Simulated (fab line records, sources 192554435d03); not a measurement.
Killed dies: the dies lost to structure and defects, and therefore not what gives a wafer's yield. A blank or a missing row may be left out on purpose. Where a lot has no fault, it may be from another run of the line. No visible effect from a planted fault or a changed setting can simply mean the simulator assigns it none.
What tool caused it? + flow n5Finfet + 72 wafers from 24 lots sampled at 5 of the route's 1938 steps

WHAT THE GAUGES READ, wafer by wafer
N5_BEOL_M1_INSPECT_13: inspects for defects (brightfield).
| lot  | measured     | on               | rawDefectCount |
|------|--------------|------------------|----------------|
| L074 | day 6 01:41  | defectInspect-02 | 461 392 349    |
| L075 | day 6 09:47  | defectInspect-02 | 482 357 475    |
| L076 | day 6 22:26  | defectInspect-01 | 587 460 413    |
| L078 | day 6 23:04  | defectInspect-01 | 320 303 523    |
| L077 | day 7 02:08  | defectInspect-01 | 416 364 505    |
| L079 | day 7 09:07  | defectInspect-01 | 438 383 404    |
| L080 | day 7 09:42  | defectInspect-01 | 488 614 537    |
| L081 | day 7 19:14  | defectInspect-01 | 359 423 323    |
| L082 | day 8 00:00  | defectInspect-02 | 389 415 506    |
| L083 | day 8 05:46  | defectInspect-02 | 532 450 452    |
| L084 | day 8 09:49  | defectInspect-01 | 309 340 467    |
| L085 | day 8 17:40  | defectInspect-02 | 431 370 382    |
| L087 | day 9 15:08  | defectInspect-02 | 404 414 358    |
| L086 | day 9 15:18  | defectInspect-02 | 359 455 504    |
| L088 | day 9 23:56  | defectInspect-02 | 300 422 446    |
| L089 | day 10 00:19 | defectInspect-02 | 347 506 379    |
| L090 | day 10 00:29 | defectInspect-01 | 495 538 594    |
| L091 | day 10 06:17 | defectInspect-02 | 290 388 420    |
| L092 | day 10 16:00 | defectInspect-01 | 295 487 295    |
| L093 | day 10 18:56 | defectInspect-02 | 397 340 392    |
| L094 | day 11 00:19 | defectInspect-01 | 429 459 504    |
| L095 | day 11 13:16 | defectInspect-01 | 660 494 490    |
| L096 | day 11 15:45 | defectInspect-01 | 407 376 420    |
| L097 | day 11 17:56 | defectInspect-01 | 378 414 362    |

WHICH TOOL RAN EACH LOT (tool, then ch and the chambers of the sampled wafers, then the start)
| lot  | N5_BEOL_M0_STRIP_142              | N5_BEOL_M0_ANNEAL_119           | N5_BEOL_M0_CO_CAP_123           | N5_BEOL_M1_HM_DEP_02        |
|------|-----------------------------------|---------------------------------|---------------------------------|-----------------------------|
| L074 | rieDiel-05 ch 0,1,2, day 5 19:43  | rtpAnneal-02 ch 0, day 5 22:01  | cvdCo-01 ch 0,2, day 5 22:39    | pvdSputter-01, day 6 01:13  |
| L075 | rieDiel-01 ch 0,3, day 6 01:38    | rtpAnneal-02 ch 0, day 6 05:43  | cvdCo-02 ch 0,1,2, day 6 07:13  | pvdSputter-02, day 6 08:30  |
| L076 | rieDiel-01 ch 1,3, day 6 13:05    | rtpAnneal-01 ch 0, day 6 15:16  | cvdCo-02 ch 0,1, day 6 15:56    | pvdSputter-01, day 6 17:23  |
| L078 | rieDiel-02 ch 0,1,3, day 6 18:53  | rtpAnneal-02 ch 0, day 6 21:25  | cvdCo-01 ch 0,2, day 6 22:04    | pvdSputter-01, day 6 22:28  |
| L077 | rieDiel-01 ch 2,3, day 6 20:28    | rtpAnneal-02 ch 0, day 6 22:55  | cvdCo-01 ch 0,2, day 6 23:32    | pvdSputter-03, day 7 01:40  |
| L079 | rieDiel-05 ch 0,1,2, day 7 04:59  | rtpAnneal-01 ch 0, day 7 07:09  | cvdCo-01 ch 0,1,2, day 7 07:43  | pvdSputter-03, day 7 08:30  |
| L080 | rieDiel-02 ch 0,1,3, day 7 06:17  | rtpAnneal-01 ch 0, day 7 08:14  | cvdCo-02 ch 1,2, day 7 08:49    | pvdSputter-02, day 7 09:13  |
| L081 | rieDiel-02 ch 1,2,3, day 7 13:37  | rtpAnneal-01 ch 0, day 7 17:19  | cvdCo-01 ch 0,1, day 7 17:54    | pvdSputter-01, day 7 18:45  |
| L082 | rieDiel-02 ch 0,1,2, day 7 17:58  | rtpAnneal-02 ch 0, day 7 20:14  | cvdCo-02 ch 0,1,2, day 7 20:54  | pvdSputter-03, day 7 23:24  |
| L083 | rieDiel-01 ch 2,3, day 7 23:23    | rtpAnneal-02 ch 0, day 8 03:07  | cvdCo-02 ch 0,1,2, day 8 03:41  | pvdSputter-01, day 8 05:10  |
| L084 | rieDiel-01 ch 0,2, day 8 03:16    | rtpAnneal-02 ch 0, day 8 06:35  | cvdCo-02 ch 0,2, day 8 07:13    | pvdSputter-03, day 8 09:20  |
| L085 | rieDiel-05 ch 0,1,3, day 8 12:40  | rtpAnneal-02 ch 0, day 8 15:13  | cvdCo-02 ch 1,2, day 8 15:53    | pvdSputter-02, day 8 17:04  |
| L087 | rieDiel-01 ch 0,1, day 9 08:13    | rtpAnneal-02 ch 0, day 9 11:09  | cvdCo-01 ch 1,2, day 9 11:46    | pvdSputter-01, day 9 14:29  |
| L086 | rieDiel-01 ch 0,1,3, day 9 08:20  | rtpAnneal-01 ch 0, day 9 11:10  | cvdCo-01 ch 1,2, day 9 11:53    | pvdSputter-01, day 9 14:35  |
| L088 | rieDiel-05 ch 0,1,2, day 9 19:33  | rtpAnneal-01 ch 0, day 9 21:26  | cvdCo-02 ch 0,2, day 9 22:03    | pvdSputter-02, day 9 23:27  |
| L089 | rieDiel-05 ch 0,1,3, day 9 19:40  | rtpAnneal-01 ch 0, day 9 21:40  | cvdCo-01 ch 1,2, day 9 22:19    | pvdSputter-02, day 9 23:41  |
| L090 | rieDiel-01 ch 1,2,3, day 9 20:02  | rtpAnneal-01 ch 0, day 9 22:03  | cvdCo-02 ch 0,1, day 9 22:44    | pvdSputter-01, day 9 23:43  |
| L091 | rieDiel-05 ch 0,1,2, day 10 02:28 | rtpAnneal-01 ch 0, day 10 03:59 | cvdCo-02 ch 0,1,2, day 10 04:39 | pvdSputter-03, day 10 05:49 |
| L092 | rieDiel-01 ch 0,2,3, day 10 11:44 | rtpAnneal-02 ch 0, day 10 13:52 | cvdCo-01 ch 1,2, day 10 14:27   | pvdSputter-01, day 10 15:22 |
| L093 | rieDiel-01 ch 1,2,3, day 10 14:43 | rtpAnneal-01 ch 0, day 10 16:31 | cvdCo-02 ch 0,2, day 10 17:12   | pvdSputter-02, day 10 18:20 |
| L094 | rieDiel-05 ch 0,1,2, day 10 18:53 | rtpAnneal-02 ch 0, day 10 22:22 | cvdCo-02 ch 0,1,2, day 10 22:56 | pvdSputter-02, day 10 23:50 |
| L095 | rieDiel-02 ch 0,1,3, day 11 03:41 | rtpAnneal-02 ch 0, day 11 09:59 | cvdCo-02 ch 0,2, day 11 11:05   | pvdSputter-01, day 11 12:48 |
| L096 | rieDiel-02 ch 1,2,3, day 11 10:14 | rtpAnneal-02 ch 0, day 11 12:32 | cvdCo-02 ch 0,2, day 11 13:14   | pvdSputter-02, day 11 15:09 |
| L097 | rieDiel-05 ch 1,2,3, day 11 12:59 | rtpAnneal-01 ch 0, day 11 16:14 | cvdCo-02 ch 1,2, day 11 16:50   | pvdSputter-03, day 11 17:28 |
- N5_BEOL_M0_STRIP_142: strips in N2/H2, time 10 s.
- N5_BEOL_M0_ANNEAL_119: time 90 s.
- N5_BEOL_M0_CO_CAP_123: material Co, precursor CCTBA/H2, target thk 2 nm, time 102.1 s.
- N5_BEOL_M1_HM_DEP_02: deposits TiN, target thk 20 nm.

WHAT THE TOOLS THEMSELVES READ (means of the sampled wafers that have a number; where no wafer has one, the mark that the record gives instead)
N5_BEOL_M0_STRIP_142.
| lot  | tool       | drypumpMotorCurrentA (A) | oesProductAu (a.u.) | rfVppV (V) | showerheadPlenumPTorr (Torr) | throttleValvePct (%) |
|------|------------|--------------------------|---------------------|------------|------------------------------|----------------------|
| L074 | rieDiel-05 | 6.3                      | 0.83                | 59.8       | 2.57                         | 23.71                |
| L075 | rieDiel-01 | 5.3                      | 0.71                | 58.0       | 2.52                         | 23.88                |
| L076 | rieDiel-01 | 5.8                      | 0.84                | 59.2       | 2.57                         | 23.97                |
| L078 | rieDiel-02 | 5.7                      | 0.73                | 59.6       | 2.49                         | 23.59                |
| L077 | rieDiel-01 | 6.4                      | 0.76                | 59.8       | 2.55                         | 23.73                |
| L079 | rieDiel-05 | 6.4                      | 0.81                | 59.1       | 2.56                         | 23.72                |
| L080 | rieDiel-02 | 5.7                      | 0.73                | 58.8       | 2.49                         | 23.60                |
| L081 | rieDiel-02 | 5.4                      | 0.81                | 59.1       | 2.52                         | 23.59                |
| L082 | rieDiel-02 | 5.5                      | 0.79                | 59.2       | 2.44                         | 23.55                |
| L083 | rieDiel-01 | 6.3                      | 0.76                | 59.6       | 2.55                         | 23.74                |
| L084 | rieDiel-01 | 6.3                      | 0.82                | 59.0       | 2.52                         | 23.50                |
| L085 | rieDiel-05 | 6.4                      | 0.82                | 60.2       | 2.59                         | 23.68                |
| L087 | rieDiel-01 | 5.5                      | 0.90                | 59.0       | 2.52                         | 23.58                |
| L086 | rieDiel-01 | 5.6                      | 0.84                | 59.3       | 2.54                         | 23.82                |
| L088 | rieDiel-05 | 6.4                      | 0.78                | 59.0       | 2.55                         | 23.75                |
| L089 | rieDiel-05 | 6.4                      | 0.80                | 59.1       | 2.59                         | 23.70                |
| L090 | rieDiel-01 | 6.1                      | 0.78                | 59.6       | 2.55                         | 23.88                |
| L091 | rieDiel-05 | 6.4                      | 0.78                | 58.9       | 2.55                         | 23.76                |
| L092 | rieDiel-01 | 5.8                      | 0.78                | 59.1       | 2.52                         | 23.71                |
| L093 | rieDiel-01 | 6.0                      | 0.78                | 58.9       | 2.55                         | 23.89                |
| L094 | rieDiel-05 | 6.3                      | 0.77                | 60.5       | 2.55                         | 23.76                |
| L095 | rieDiel-02 | 5.7                      | 0.79                | 59.2       | 2.58                         | 23.53                |
| L096 | rieDiel-02 | 5.4                      | 0.77                | 58.4       | 2.51                         | 23.65                |
| L097 | rieDiel-05 | 6.2                      | 0.81                | 59.8       | 2.56                         | 23.84                |

N5_BEOL_M0_ANNEAL_119.
| lot  | tool         | wafer_temp_C_max |
|------|--------------|------------------|
| L074 | rtpAnneal-02 | 225.86           |
| L075 | rtpAnneal-02 | 225.78           |
| L076 | rtpAnneal-01 | 225.93           |
| L078 | rtpAnneal-02 | 225.77           |
| L077 | rtpAnneal-02 | 226.03           |
| L079 | rtpAnneal-01 | 225.84           |
| L080 | rtpAnneal-01 | 226.03           |
| L081 | rtpAnneal-01 | 225.81           |
| L082 | rtpAnneal-02 | 225.51           |
| L083 | rtpAnneal-02 | 225.90           |
| L084 | rtpAnneal-02 | 225.73           |
| L085 | rtpAnneal-02 | 225.78           |
| L087 | rtpAnneal-02 | 225.76           |
| L086 | rtpAnneal-01 | 226.09           |
| L088 | rtpAnneal-01 | 226.10           |
| L089 | rtpAnneal-01 | 226.29           |
| L090 | rtpAnneal-01 | 226.09           |
| L091 | rtpAnneal-01 | 226.07           |
| L092 | rtpAnneal-02 | 225.68           |
| L093 | rtpAnneal-01 | 225.83           |
| L094 | rtpAnneal-02 | 225.85           |
| L095 | rtpAnneal-02 | 225.78           |
| L096 | rtpAnneal-02 | 225.93           |
| L097 | rtpAnneal-01 | 226.01           |

N5_BEOL_M0_CO_CAP_123.
| lot  | tool     | heaterPowerW (W) |
|------|----------|------------------|
| L074 | cvdCo-01 | 251              |
| L075 | cvdCo-02 | 262              |
| L076 | cvdCo-02 | 262              |
| L078 | cvdCo-01 | 249              |
| L077 | cvdCo-01 | 235              |
| L079 | cvdCo-01 | 235              |
| L080 | cvdCo-02 | 262              |
| L081 | cvdCo-01 | 222              |
| L082 | cvdCo-02 | 262              |
| L083 | cvdCo-02 | 261              |
| L084 | cvdCo-02 | 249              |
| L085 | cvdCo-02 | 270              |
| L087 | cvdCo-01 | 234              |
| L086 | cvdCo-01 | 237              |
| L088 | cvdCo-02 | 256              |
| L089 | cvdCo-01 | 241              |
| L090 | cvdCo-02 | 267              |
| L091 | cvdCo-02 | 262              |
| L092 | cvdCo-01 | 235              |
| L093 | cvdCo-02 | 260              |
| L094 | cvdCo-02 | 262              |
| L095 | cvdCo-02 | 262              |
| L096 | cvdCo-02 | 257              |
| L097 | cvdCo-02 | 265              |

N5_BEOL_M1_HM_DEP_02.
| lot  | tool          | chamberPressurePa (Pa) | throttleValvePct (%) |
|------|---------------|------------------------|----------------------|
| L074 | pvdSputter-01 | 0.4992                 | 30.1                 |
| L075 | pvdSputter-02 | 0.5004                 | 30.2                 |
| L076 | pvdSputter-01 | 0.4994                 | 29.7                 |
| L078 | pvdSputter-01 | 0.5000                 | 29.6                 |
| L077 | pvdSputter-03 | 0.5001                 | 29.8                 |
| L079 | pvdSputter-03 | 0.5005                 | 30.8                 |
| L080 | pvdSputter-02 | 0.4992                 | 30.6                 |
| L081 | pvdSputter-01 | 0.5000                 | 30.1                 |
| L082 | pvdSputter-03 | 0.4997                 | 30.5                 |
| L083 | pvdSputter-01 | 0.5013                 | 29.2                 |
| L084 | pvdSputter-03 | 0.4994                 | 30.4                 |
| L085 | pvdSputter-02 | 0.4998                 | 30.1                 |
| L087 | pvdSputter-01 | 0.5003                 | 29.6                 |
| L086 | pvdSputter-01 | 0.5007                 | 29.6                 |
| L088 | pvdSputter-02 | 0.5004                 | 30.6                 |
| L089 | pvdSputter-02 | 0.5000                 | 30.3                 |
| L090 | pvdSputter-01 | 0.5006                 | 30.4                 |
| L091 | pvdSputter-03 | 0.5005                 | 30.9                 |
| L092 | pvdSputter-01 | 0.4996                 | 29.4                 |
| L093 | pvdSputter-02 | 0.4995                 | 30.8                 |
| L094 | pvdSputter-02 | 0.4998                 | 31.0                 |
| L095 | pvdSputter-01 | 0.5000                 | 29.3                 |
| L096 | pvdSputter-02 | 0.5008                 | 30.4                 |
| L097 | pvdSputter-03 | 0.4998                 | 29.8                 |

THE ANSWER, worked out from the rows above alone
Rule: the usual values come from the lots themselves. The widest of any qualifying gaps counts: lots, ordered by their means at a reading, are off when they make up no more than a third of the lots, leave a main group of 4 or more, and stand apart from it by 3 or more times the standard deviation of that group's means. A main group whose means are all the same, to the digits that the tables above print for the reading, isn't used. A lot without any number at a reading at which 4 lots or more have one is off too. All remaining lots with rows at the step are treated as sound. First the gauges in route order, then the tools' own readings, where a lot's mean is used as printed above. At the first step where some lot is off, the reading lying furthest off is the one used; lots without a number count as furthest.
No lot is off at any reading shown: from this, nothing can be told.

WHAT THE SIMULATOR HAD INSERTED
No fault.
